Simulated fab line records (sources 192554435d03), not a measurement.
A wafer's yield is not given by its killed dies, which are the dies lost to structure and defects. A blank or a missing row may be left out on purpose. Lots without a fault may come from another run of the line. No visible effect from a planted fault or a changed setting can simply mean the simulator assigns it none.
Matching of chambers -- flow n5Finfet -- N5_BEOL_M9_ALD_74 on aldMetal-02: 4 sister chambers
The step deposits TaN, target thk 2 nm, pulse time 2 s, purge time 3 s. 18 wafers are shown with their chamber, then 9 later ones without.

WAFERS WITH THEIR CHAMBER
wafer,chamber,heaterPowerW (W),chamberPressureTorr (Torr)
L077.3,3,414,2.992
L077.5,3,419,3.002
L077.6,0,422,3.009
L079.2,3,410,3.005
L079.3,0,432,3.009
L079.6,2,370,3.006
L078.1,2,357,2.991
L078.2,3,409,2.993
L078.5,0,425,3.005
L082.3,3,412,3.004
L082.5,3,431,2.999
L082.6,2,368,3.007
L083.1,2,366,3.004
L083.2,1,410,2.997
L083.6,1,414,3.003
L087.2,0,426,3.003
L087.3,3,410,2.992
L087.5,0,414,3.001

SIGNATURES (means of the wafers above)
reading,chamber 0,chamber 1,chamber 2,chamber 3,scatter within a chamber
heaterPowerW,423.80,412.00,365.25,415.00,6.8
chamberPressureTorr,3.00540,3.00000,3.00200,2.99814,0.00557
Rule: a wafer's distance from a chamber is the root of the sum, over the readings, of the square of ((its reading less the chamber's mean) divided by the reading's scatter). The wafer belongs to the nearest chamber; if the next one is less than 2 further off, it can't be placed. The scatter is the square root of a quotient: the sum, over the shown wafers, of each reading's squared deviation from its chamber's mean, divided by wafers minus chambers.

WAFERS MISSING THEIR CHAMBER
wafer,heaterPowerW (W),chamberPressureTorr (Torr)
L091.1,418,3.006
L091.2,407,3.006
L091.4,403,2.995
L092.1,375,2.999
L092.2,427,2.995
L092.3,427,2.997
L097.3,430,2.998
L097.5,416,3.004
L097.6,424,2.998

EACH ONE'S CHAMBER
wafer,from the rows above,in truth
L091.1,can't be placed: 0 or 1 or 3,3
L091.2,can't be placed: 1 or 3 or 0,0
L091.4,can't be placed: 1 or 3 or 0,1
L092.1,2,2
L092.2,can't be placed: 3 or 0 or 1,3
L092.3,can't be placed: 0 or 3 or 1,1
L097.3,can't be placed: 0 or 3 or 1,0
L097.5,can't be placed: 1 or 3 or 0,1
L097.6,can't be placed: 3 or 0 or 1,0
Correct placement for 1 of the 9. Can't be placed from these rows: 8 (the true chamber is among the candidates in 8). Placed wrongly: 0.
